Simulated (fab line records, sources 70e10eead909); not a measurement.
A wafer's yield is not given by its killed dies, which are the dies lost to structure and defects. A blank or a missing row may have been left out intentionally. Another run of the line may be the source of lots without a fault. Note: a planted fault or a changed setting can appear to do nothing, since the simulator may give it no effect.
fab line records	flow nand-harc	part 1 of 2: steps 1 to 4 of 6
record: lots: 24	wafers: 72	last-day: 26
route steps=1159 shown A_STAIRCASE@653
lots that met no fault: from a run of the same line without faults
start-h: hours from the record's first day to the start of the lot's first wafer shown	wait-h: how many hours have passed since the lot's step before this one	" identical to the entry in the row above	L1.1+2: a row that stands for several wafers	- no value, or no start was given	* or withheld: withheld	< > ~ a bound
route shown NAME@n: names a module that has steps shown in the file, with the first one's number in the route	usual: mean and standard deviation over wafers with no fault	same: alike in all rows	chamber/n: place in a boat	sites: readings site by site	_std_site: their standard deviation	_edge_site: mean of outer sites minus mean of inner sites	radius-mm: how far each site lies from the wafer's centre	mask NAME#n: copy n	behind: the tool/chamber that last shaped the wafer	hold: the reason the lot was held/the length of the hold in hours/how it ended	device: whichever transistor did not switch (one of n, p or np)	end of line: tests run on the same wafers once the route is complete	a step without rows: its recipe alone	killed: the dies lost at the first sort to structure and to defects; this is not the yield of the wafer	map: the dies of a wafer, with x for killed, . for not killed, _ for no die there
set.NAME: setting as actually run; set.NAME@STEP: the setting as run at that earlier step	model.NAME: the simulator's own value behind a step, which no gauge read
the route's steps for a sample of lots (tables are steps, rows are wafers)
services: from which hour (start-h, from the record's first day; less than 0 if before it) a tool's chamber was out of use, for how many hours, and why
== steps ==
step: NHARC_A_STAIRCASE_DEP_259
recipe: target-thk-a: 300	target-thk-nm: 30	temp-c: 400	pressure-torr: 3.5	flow-sccm: 200	rf-w: 350	material: SiON
usual: heater-power-w: 752/110
lot.wafer	tool	chamber	start-h	wait-h	heater-power-w
L074.3	pecvd-01	1	255.72	1.0	813
L074.4	"	2	"	"	765
L074.5	"	1	"	"	798
L076.1	pecvd-03	2	266.34	2.1	966
L076.2	"	0	"	"	717
L076.5	"	0	"	"	713
L075.3	pecvd-04	2	269.05	0.9	690
L075.1	"	1	"	"	672
L075.6	"	2	"	"	700
L078.2	pecvd-03	1	278.62	1.3	821
L078.6	"	0	"	"	718
L078.5	"	2	"	"	985
L077.1	pecvd-04	0	288.86	1.6	580
L077.3	"	1	"	"	646
L077.5	"	1	"	"	626
L079.1	pecvd-04	1	293.54	1.6	707
L079.2	"	2	"	"	640
L079.6	"	2	"	"	665
L080.1	pecvd-04	2	312.16	1.6	737
L080.5	"	1	"	"	676
L080.4	"	0	"	"	547
L081.3	pecvd-01	1	312.37	1.0	710
L081.2	"	2	"	"	818
L081.4	"	1	"	"	726
L082.2	pecvd-04	0	314.17	1.3	626
L082.3	"	2	"	"	713
L082.6	"	0	"	"	623
L083.2	pecvd-04	2	315.20	1.2	687
L083.5	"	2	"	"	691
L083.4	"	1	"	"	646
L084.2	pecvd-01	1	350.59	1.3	870
L084.6	"	0	"	"	906
L084.4	"	1	"	"	869
L085.3	pecvd-01	1	351.96	1.0	720
L085.5	"	0	"	"	799
L085.4	"	1	"	"	721
L088.3	pecvd-01	1	360.88	1.0	797
L088.1	"	2	"	"	695
L088.6	"	2	"	"	716
L091.3	pecvd-03	1	363.37	1.0	857
L091.2	"	2	"	"	929
L091.4	"	0	"	"	663
L087.3	pecvd-03	2	369.06	1.0	863
L087.2	"	0	"	"	604
L087.5	"	2	"	"	884
L089.3	pecvd-04	1	370.95	1.0	622
L089.2	"	2	"	"	709
L089.4	"	1	"	"	630
L092.2	pecvd-03	0	379.93	1.3	640
L092.5	"	2	"	"	947
L092.4	"	1	"	"	868
L086.1	pecvd-01	0	384.37	1.8	762
L086.2	"	1	"	"	752
L086.6	"	1	"	"	758
L090.2	pecvd-03	2	386.60	1.4	894
L090.1	"	0	"	"	584
L090.5	"	0	"	"	560
L094.2	pecvd-03	2	390.00	1.3	853
L094.1	"	0	"	"	652
L094.3	"	1	"	"	896
L095.1	pecvd-04	1	393.92	1.6	709
L095.4	"	1	"	"	701
L095.5	"	2	"	"	786
L093.3	pecvd-03	0	394.32	1.0	632
L093.6	"	0	"	"	632
L093.4	"	1	"	"	751
L096.1	pecvd-03	2	400.07	1.8	913
L096.2	"	0	"	"	622
L096.4	"	2	"	"	943
L097.2	pecvd-04	1	407.33	1.3	612
L097.3	"	2	"	"	856
L097.5	"	2	"	"	859
step: NHARC_A_STAIRCASE_HM_OPEN_460
recipe: o2-flow-sccm: 400	cos-flow-sccm: 20	ar-flow-sccm: 0	rf-w: 500	bias-w: 300	chemistry: O2/COS
usual: drypump-motor-current-A: 5.7/0.55	oes-product-au: 0.997/0.0081	rf-vpp-V: 467/3.1	showerhead-plenum-p-Torr: 3.09/0.15	throttle-valve-pct: 28.330/0.0097
lot.wafer	tool	chamber	start-h	wait-h	drypump-motor-current-A	oes-product-au	rf-hours-counter-h	rf-vpp-V	showerhead-plenum-p-Torr	throttle-valve-pct
L074.4	rie-diel-12	2	-	-	5.2	0.998	15	463	2.93	28.330
L074.3	"	0	"	"	6.4	0.981	16	465	3.02	28.341
L074.5	"	3	"	"	6.1	0.981	-	471	3.26	28.326
L076.2	rie-diel-11	1	-	-	6.4	0.998	23	466	3.06	28.329
L076.1	"	0	"	"	6.0	0.998	23	464	2.94	28.323
L076.5	"	2	"	"	6.0	0.995	-	467	3.09	28.331
L075.1	rie-diel-08	0	-	-	5.7	1.005	49	463	2.89	28.320
L075.3	"	1	"	"	5.4	1.009	53	468	3.21	28.319
L075.6	"	0	"	"	5.7	1.011	-	463	2.89	28.329
L078.2	rie-diel-08	2	-	-	4.8	1.005	55	471	3.28	28.324
L078.6	"	3	"	"	5.1	1.000	-	464	3.01	28.331
L078.5	"	0	"	"	5.7	1.003	-	462	2.89	28.326
L077.1	rie-diel-08	3	-	-	5.1	0.995	55	466	3.01	28.334
L077.3	"	2	"	"	4.9	0.995	58	470	3.28	28.351
L077.5	"	0	"	"	5.7	1.001	-	461	2.89	28.332
L079.1	rie-diel-12	3	-	-	6.1	0.995	31	468	3.25	28.330
L079.2	"	0	"	"	6.4	0.989	31	465	3.01	28.331
L079.6	"	0	"	"	6.4	0.995	-	465	3.01	28.355
L080.4	rie-diel-12	2	-	-	5.2	0.995	26	464	2.92	28.339
L080.1	"	3	"	"	6.1	0.992	35	472	3.25	28.326
L080.5	"	2	"	"	5.2	1.002	-	464	2.92	28.322
L081.4	rie-diel-11	3	-	-	4.9	1.000	43	464	2.97	28.327
L081.3	"	0	"	"	5.9	1.003	40	463	2.93	28.332
L081.2	"	1	"	"	6.4	0.999	38	467	3.05	28.324
L082.2	rie-diel-11	1	-	-	6.4	0.996	38	466	3.05	28.329
L082.3	"	3	"	"	4.8	0.990	44	464	2.97	28.346
L082.6	"	1	"	"	6.4	1.010	-	464	3.05	28.332
L083.2	rie-diel-08	2	-	-	4.9	1.009	2	469	3.28	28.327
L083.5	"	3	"	"	5.1	0.998	-	465	3.01	28.326
L083.4	"	0	"	"	5.7	0.983	-	471	3.37	28.326
L084.2	rie-diel-11	2	-	-	6.0	0.993	46	465	3.08	28.331
L084.4	"	1	"	"	6.4	0.999	45	468	3.05	28.323
L084.6	"	2	"	"	6.0	0.992	-	466	3.08	28.336
L085.4	rie-diel-11	2	-	-	6.0	0.982	47	466	3.08	28.343
L085.3	"	3	"	"	4.8	0.997	51	465	2.96	28.313
L085.5	"	0	"	"	5.9	0.994	-	463	2.92	28.337
L088.3	rie-diel-08	3	-	-	5.1	0.992	12	465	3.00	28.327
L088.1	"	0	"	"	5.7	0.980	12	472	3.37	28.345
L088.6	"	2	"	"	4.9	0.986	-	472	3.27	28.317
L091.4	rie-diel-12	0	-	-	6.4	0.996	51	465	3.00	28.333
L091.2	"	1	"	"	6.0	0.991	44	469	3.26	28.348
L091.3	"	2	"	"	5.2	1.000	40	464	2.91	28.305
L087.3	rie-diel-12	1	-	-	6.0	0.999	47	468	3.26	28.326
L087.2	"	2	"	"	5.1	0.987	43	463	2.91	28.318
L087.5	"	3	"	"	6.1	0.989	-	468	3.24	28.333
L089.3	rie-diel-12	3	-	-	6.1	0.987	55	469	3.24	28.333
L089.2	"	0	"	"	6.4	0.990	54	465	3.00	28.327
L089.4	"	2	"	"	5.1	1.003	44	462	2.91	28.354
L092.2	rie-diel-08	0	-	-	5.7	0.990	23	472	3.36	28.352
L092.4	"	2	"	"	4.9	1.004	-	470	3.26	28.340
L092.5	"	1	"	"	5.4	1.007	-	470	3.20	28.352
L086.2	rie-diel-11	0	-	-	6.0	1.006	3	463	2.92	28.348
L086.1	"	1	"	"	6.4	1.003	4	464	3.04	28.331
L086.6	"	0	"	"	6.0	1.006	-	464	2.92	28.325
L090.1	rie-diel-11	3	-	-	4.8	0.989	4	464	2.96	28.334
L090.2	"	0	"	"	5.9	1.013	5	464	2.92	28.329
L090.5	"	2	"	"	6.0	0.995	-	466	3.07	28.331
L094.2	rie-diel-12	0	-	-	6.4	0.988	1	466	3.00	28.325
L094.3	"	1	"	"	6.0	1.007	1	470	3.26	28.334
L094.1	"	3	"	"	6.1	1.008	1	469	3.23	28.322
L095.4	rie-diel-12	0	-	-	6.4	0.983	3	464	3.00	28.332
L095.1	"	3	"	"	6.1	1.003	3	470	3.23	28.323
L095.5	"	0	"	"	6.4	0.991	-	465	3.00	28.332
L093.4	rie-diel-08	2	-	-	4.9	1.005	30	471	3.26	28.330
L093.3	"	0	"	"	5.7	1.002	31	472	3.36	28.326
L093.6	"	3	"	"	5.1	1.005	-	465	3.00	28.328
L096.2	rie-diel-08	0	-	-	5.7	0.993	34	472	3.36	28.323
L096.1	"	2	"	"	4.9	1.011	33	469	3.26	28.323
L096.4	"	3	"	"	5.1	1.004	25	463	3.00	28.332
L097.2	rie-diel-12	3	-	-	6.1	1.004	11	470	3.23	28.314
L097.3	"	0	"	"	6.4	0.985	11	466	2.99	28.324
L097.5	"	3	"	"	6.1	1.001	-	469	3.23	28.316
step: NHARC_A_STAIRCASE_DESCUM_312
recipe: time-s: 3	o2-flow-sccm: 200	ar-flow-sccm: 0	bias-power-w: 0	chemistry: O2
usual: drypump-motor-current-A: 5.7/0.55	oes-product-au: 1.001/0.0086	rf-vpp-V: 57.7/0.87	showerhead-plenum-p-Torr: 1.90/0.098	throttle-valve-pct: 11.310/0.0097
lot.wafer	tool	chamber	start-h	wait-h	drypump-motor-current-A	oes-product-au	rf-hours-counter-h	rf-vpp-V	showerhead-plenum-p-Torr	throttle-valve-pct
L074.4	rie-diel-08	3	261.63	-	5.1	0.985	47	57.6	1.85	11.316
L074.3	"	0	"	"	5.7	0.991	46	57.7	1.76	11.300
L074.5	"	0	"	"	5.7	0.995	-	58.1	1.76	11.325
L076.1	rie-diel-12	1	272.75	-	6.0	1.012	20	59.0	2.01	11.319
L076.2	"	3	"	"	6.1	0.999	24	57.5	2.00	11.308
L076.5	"	3	"	"	6.1	0.986	-	56.8	2.00	11.302
L075.1	rie-diel-08	0	275.09	-	5.7	1.003	52	55.7	1.76	11.313
L075.3	"	1	"	"	5.4	1.013	55	58.0	1.97	11.306
L075.6	"	1	"	"	5.4	0.994	-	56.8	1.97	11.315
L078.2	rie-diel-11	3	286.33	-	4.9	0.999	33	57.3	1.81	11.295
L078.6	"	0	"	"	5.9	0.995	-	57.6	1.79	11.301
L078.5	"	1	"	"	6.4	0.988	-	58.2	1.87	11.306
L077.3	rie-diel-11	1	296.19	-	6.4	1.006	32	58.9	1.87	11.283
L077.1	"	2	"	"	6.0	1.006	35	58.0	1.89	11.294
L077.5	"	0	"	"	5.9	1.019	-	57.5	1.79	11.324
L079.1	rie-diel-12	0	302.61	-	6.4	0.992	33	57.1	1.84	11.306
L079.2	"	2	"	"	5.2	1.004	24	57.5	1.78	11.314
L079.6	"	3	"	"	6.1	1.013	-	58.4	2.00	11.312
L080.1	rie-diel-08	0	320.10	-	5.8	0.999	3	58.8	2.08	11.291
L080.4	"	3	"	"	5.1	1.010	-	58.7	1.84	11.306
L080.5	"	0	"	"	5.7	0.999	-	57.5	2.08	11.306
L081.3	rie-diel-12	0	321.90	-	6.4	1.007	39	59.3	1.84	11.317
L081.4	"	1	"	"	6.0	0.995	37	57.3	2.01	11.329
L081.2	"	2	"	"	5.1	0.989	29	57.6	1.78	11.310
L082.3	rie-diel-12	3	323.60	-	6.1	0.994	40	56.3	1.99	11.310
L082.2	"	0	"	"	6.4	1.001	40	58.3	1.84	11.299
L082.6	"	0	"	"	6.4	0.997	-	57.7	1.84	11.321
L083.2	rie-diel-12	2	325.34	-	5.1	0.989	30	58.2	1.78	11.315
L083.4	"	2	"	"	5.2	0.999	-	58.4	1.78	11.304
L083.5	"	3	"	"	6.1	0.994	-	56.2	1.99	11.313
L084.2	rie-diel-12	1	356.71	-	6.0	0.999	42	59.2	2.01	11.298
L084.4	"	2	"	"	5.2	0.987	38	57.5	1.78	11.324
L084.6	"	3	"	"	6.1	0.992	-	58.4	1.99	11.312
L085.3	rie-diel-08	3	360.35	-	5.1	1.004	11	56.6	1.84	11.320
L085.4	"	1	"	"	5.4	0.993	9	58.0	1.97	11.318
L085.5	"	3	"	"	5.1	0.995	-	56.4	1.84	11.293
L088.3	rie-diel-12	1	368.22	-	6.0	0.999	46	57.7	2.00	11.301
L088.1	"	2	"	"	5.1	0.999	42	56.4	1.78	11.315
L088.6	"	0	"	"	6.4	1.009	-	57.1	1.83	11.312
L091.3	rie-diel-08	0	370.81	-	5.7	0.998	17	59.0	2.07	11.284
L091.2	"	1	"	"	5.4	1.008	13	58.3	1.96	11.308
L091.4	"	1	"	"	5.4	1.011	-	58.6	1.96	11.310
L087.3	rie-diel-08	0	375.86	-	5.7	1.002	20	59.2	2.07	11.293
L087.2	"	1	"	"	5.4	1.005	16	57.8	1.96	11.324
L087.5	"	2	"	"	4.8	1.000	-	57.6	2.01	11.324
L089.4	rie-diel-11	2	377.08	-	6.0	0.986	0	57.3	1.88	11.317
L089.2	"	3	"	"	4.8	0.990	0	56.8	1.81	11.311
L089.3	"	0	"	"	5.9	1.002	0	58.4	1.78	11.308
L092.4	rie-diel-11	0	387.89	-	5.9	0.999	5	58.1	1.78	11.313
L092.2	"	1	"	"	6.4	0.998	5	56.7	1.86	11.315
L092.5	"	0	"	"	5.9	1.005	-	56.0	1.78	11.293
L086.1	rie-diel-08	0	390.78	-	5.7	1.009	28	58.1	2.07	11.307
L086.2	"	2	"	"	4.8	1.004	28	57.0	2.00	11.313
L086.6	"	1	"	"	5.4	1.004	-	56.0	1.96	11.330
L090.1	rie-diel-12	2	393.49	-	5.1	1.006	2	55.7	1.78	11.323
L090.2	"	3	"	"	6.1	0.991	2	58.1	1.99	11.311
L090.5	"	0	"	"	6.4	0.990	-	56.3	1.83	11.326
L094.3	rie-diel-08	2	398.34	-	4.8	1.012	31	57.3	2.00	11.318
L094.1	"	3	"	"	5.1	0.995	24	56.1	1.83	11.311
L094.2	"	1	"	"	5.4	0.996	28	58.2	1.96	11.307
L095.1	rie-diel-12	3	401.19	-	6.1	1.006	7	59.0	1.98	11.289
L095.4	"	0	"	"	6.4	0.988	7	58.5	1.83	11.319
L095.5	"	2	"	"	5.2	1.023	-	58.4	1.77	11.322
L093.3	rie-diel-12	3	402.69	-	6.1	1.005	7	57.7	1.98	11.302
L093.4	"	0	"	"	6.4	0.993	8	58.1	1.83	11.298
L093.6	"	2	"	"	5.2	1.021	-	57.2	1.77	11.309
L096.1	rie-diel-12	3	406.48	-	6.1	1.002	9	57.9	1.98	11.317
L096.2	"	1	"	"	6.0	1.004	10	57.9	2.00	11.306
L096.4	"	2	"	"	5.2	1.008	9	57.5	1.77	11.303
L097.2	rie-diel-11	3	414.55	-	4.8	0.995	18	57.5	1.80	11.303
L097.3	"	2	"	"	6.1	0.999	17	58.2	1.88	11.303
L097.5	"	3	"	"	4.8	1.006	-	58.0	1.80	11.329
step: NHARC_A_STAIRCASE_ETCH_453
recipe: target-depth-a: 300	overetch-a: 30	time-s: 16.5	ion-energy-ev: 100	cf4-flow-sccm: 80	o2-flow-sccm: 20	ar-flow-sccm: 0	rf-w: 300	bias-w: 100	chemistry: CF4/O2
usual: drypump-motor-current-A: 5.7/0.53	oes-product-au: 0.999/0.0087	rf-vpp-V: 197.6/1.5	showerhead-plenum-p-Torr: 1.33/0.068	throttle-valve-pct: 13.398/0.0092
lot.wafer	tool	chamber	start-h	wait-h	drypump-motor-current-A	oes-product-au	rf-hours-counter-h	rf-vpp-V	showerhead-plenum-p-Torr	throttle-valve-pct
L074.3	rie-diel-08	0	-	-	5.7	1.007	46	195.4	1.23	13.395
L074.4	"	1	"	"	5.4	1.005	50	199.8	1.38	13.385
L074.5	"	0	"	"	5.7	1.005	-	196.6	1.23	13.412
L076.2	rie-diel-12	3	-	-	6.1	0.994	24	198.5	1.39	13.397
L076.1	"	0	"	"	6.4	0.994	22	196.7	1.29	13.411
L076.5	"	0	"	"	6.4	0.998	-	196.8	1.29	13.411
L075.1	rie-diel-08	2	-	-	4.9	1.001	54	199.6	1.41	13.396
L075.3	"	3	"	"	5.1	0.980	51	197.2	1.29	13.399
L075.6	"	0	"	"	5.7	1.000	-	195.9	1.23	13.384
L078.2	rie-diel-11	1	-	-	6.4	0.987	28	197.5	1.31	13.387
L078.5	"	3	"	"	4.8	0.993	-	196.5	1.27	13.398
L078.6	"	0	"	"	5.9	1.000	-	196.2	1.25	13.406
L077.1	rie-diel-11	0	-	-	5.9	1.005	35	195.4	1.25	13.409
L077.3	"	3	"	"	4.8	0.989	38	195.9	1.27	13.381
L077.5	"	0	"	"	5.9	1.000	-	196.0	1.25	13.384
L079.1	rie-diel-12	2	-	-	5.2	0.990	25	195.8	1.25	13.394
L079.2	"	3	"	"	6.1	0.999	34	198.0	1.39	13.407
L079.6	"	1	"	"	6.0	1.009	-	197.5	1.40	13.387
L080.1	rie-diel-08	3	-	-	5.1	0.995	3	196.2	1.28	13.406
L080.4	"	2	"	"	4.8	0.999	-	199.0	1.40	13.406
L080.5	"	0	"	"	5.7	0.982	-	198.4	1.45	13.405
L081.4	rie-diel-12	1	-	-	6.0	0.995	37	197.9	1.40	13.401
L081.3	"	2	"	"	5.2	0.990	29	195.7	1.25	13.394
L081.2	"	0	"	"	6.4	0.997	39	196.7	1.28	13.395
L082.3	rie-diel-12	2	-	-	5.1	0.986	29	195.6	1.24	13.394
L082.2	"	3	"	"	6.1	1.003	40	198.7	1.39	13.400
L082.6	"	3	"	"	6.1	0.996	-	200.1	1.39	13.393
L083.2	rie-diel-12	0	-	-	6.4	0.994	40	195.5	1.28	13.385
L083.4	"	2	"	"	5.1	0.993	-	196.1	1.24	13.409
L083.5	"	3	"	"	6.1	0.998	-	199.0	1.39	13.403
L084.4	rie-diel-12	2	-	-	5.2	0.992	38	195.7	1.24	13.389
L084.2	"	3	"	"	6.1	0.992	49	199.6	1.39	13.386
L084.6	"	3	"	"	6.1	0.994	-	198.8	1.39	13.393
L085.4	rie-diel-08	0	-	-	5.7	0.990	12	200.5	1.44	13.390
L085.3	"	1	"	"	5.4	1.005	9	199.6	1.37	13.400
L085.5	"	0	"	"	5.7	0.994	-	199.9	1.44	13.402
L088.3	rie-diel-12	2	-	-	5.2	0.991	42	196.8	1.24	13.392
L088.1	"	0	"	"	6.4	0.995	52	197.0	1.28	13.399
L088.6	"	2	"	"	5.2	1.005	-	195.6	1.24	13.385
L091.3	rie-diel-08	0	-	-	5.7	0.993	18	200.8	1.44	13.410
L091.2	"	1	"	"	5.4	1.004	14	197.2	1.37	13.403
L091.4	"	2	"	"	4.9	1.003	17	199.1	1.40	13.393
L087.2	rie-diel-08	2	-	-	4.8	0.988	20	197.4	1.40	13.391
L087.3	"	3	"	"	5.1	0.996	20	196.3	1.28	13.415
L087.5	"	2	"	"	4.8	0.991	-	198.6	1.40	13.394
L089.3	rie-diel-11	1	-	-	6.4	1.006	0	196.8	1.30	13.386
L089.2	"	2	"	"	6.0	0.990	0	198.1	1.32	13.403
L089.4	"	3	"	"	4.8	0.997	0	197.0	1.26	13.378
L092.2	rie-diel-11	0	-	-	5.9	1.007	6	195.9	1.25	13.410
L092.4	"	2	"	"	6.0	0.999	5	197.9	1.31	13.406
L092.5	"	0	"	"	6.0	1.006	-	195.1	1.24	13.404
L086.1	rie-diel-08	1	-	-	5.3	1.001	25	199.0	1.37	13.386
L086.2	"	2	"	"	4.8	0.990	29	199.2	1.40	13.394
L086.6	"	0	"	"	5.7	1.007	-	200.5	1.44	13.400
L090.2	rie-diel-12	2	-	-	5.2	1.023	2	196.0	1.24	13.400
L090.1	"	3	"	"	6.1	1.002	3	198.9	1.38	13.394
L090.5	"	0	"	"	6.4	0.995	-	196.4	1.28	13.395
L094.2	rie-diel-08	0	-	-	5.7	1.002	33	200.5	1.44	13.405
L094.3	"	1	"	"	5.4	1.011	28	197.6	1.37	13.406
L094.1	"	2	"	"	4.9	1.012	32	199.0	1.40	13.392
L095.4	rie-diel-12	3	-	-	6.1	0.999	7	198.9	1.38	13.391
L095.1	"	1	"	"	6.0	1.004	8	198.3	1.39	13.397
L095.5	"	2	"	"	5.1	1.019	-	196.2	1.24	13.397
L093.3	rie-diel-12	0	-	-	6.4	0.991	8	196.8	1.28	13.404
L093.4	"	1	"	"	6.0	1.016	8	198.9	1.39	13.406
L093.6	"	3	"	"	6.1	0.997	-	199.6	1.38	13.380
L096.4	rie-diel-12	1	-	-	5.9	1.007	10	197.6	1.39	13.382
L096.1	"	3	"	"	6.1	1.004	9	197.6	1.38	13.400
L096.2	"	0	"	"	6.4	0.993	10	196.4	1.28	13.407
L097.2	rie-diel-11	2	-	-	6.0	0.999	17	195.6	1.31	13.387
L097.3	"	3	"	"	4.8	0.999	18	196.1	1.26	13.399
L097.5	"	1	"	"	6.4	0.991	-	198.8	1.30	13.382
